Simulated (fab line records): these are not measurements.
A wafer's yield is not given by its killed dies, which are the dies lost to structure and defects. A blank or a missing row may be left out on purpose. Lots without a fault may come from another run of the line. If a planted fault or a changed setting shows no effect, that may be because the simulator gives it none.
2 desks, one fault -- flow nand-harc -- each desk has only its own numbers; what lay behind them comes last

== METROLOGY DESK ==
Lot by lot, what the gauges showed, no matter which tool ran the lot: averages of those sampled wafers that carry a number. A lot is out of limits, marked OUT, if its mean lies more than 4 standard deviations from the usual mean; the brackets give that distance.
Columns: A = thk-nm at NHARC_A_ONON_D2_THK_MEAS_24, usual 1002 nm
lot,first seen here,A
L629,day 12 19:45,1002
L631,day 13 07:36,1006
L632,day 14 04:44,998
L633,day 14 04:44,1017
L634,day 15 00:29,987
L635,day 15 06:12,1002
L637,day 16 12:53,1009
L639,day 17 15:43,1001
L641,day 17 20:10,1012
L648,day 21 05:46,1011
L649,day 21 21:45,1009
L650,day 21 21:45,1000
L651,day 22 10:48,986
L652,day 22 10:48,995
Result from this desk: across the 14 lots, nothing is out of limits.

== FOR THE TOOL OWNER'S DESK: arfi-scanner-01 ==
The tool's own readings at NHARC_A_CHANNEL_HOLE_D2_EXPOSE_07 (exposes mask HOLE D2, target cd 100 nm): means of the sampled wafers that have a number, for each lot that ran on this tool. A lot is out of limits, marked OUT, if its mean lies more than 4 standard deviations from the usual mean; the brackets give that distance.
Columns: A = exposure-dose-mJ-cm2 at NHARC_A_CHANNEL_HOLE_D2_EXPOSE_07, usual 59.57; B = focus-offset-nm at NHARC_A_CHANNEL_HOLE_D2_EXPOSE_07, usual -0.1 nm
lot,first seen here,A,B
L629,day 13 02:03,59.59,-0.4
L632,day 14 10:49,59.64,0.2
L649,day 22 03:28,59.55,-0.6
L652,day 22 14:53,59.50,-0.1
Result from this desk: across the 4 lots, nothing is out of limits.

== BROUGHT TOGETHER ==
The metrology desk saw nothing out of limits.
Nothing out of limits was seen by the tool owner's desk.

== WHAT HAD BEEN PUT IN BY THE SIMULATOR ==
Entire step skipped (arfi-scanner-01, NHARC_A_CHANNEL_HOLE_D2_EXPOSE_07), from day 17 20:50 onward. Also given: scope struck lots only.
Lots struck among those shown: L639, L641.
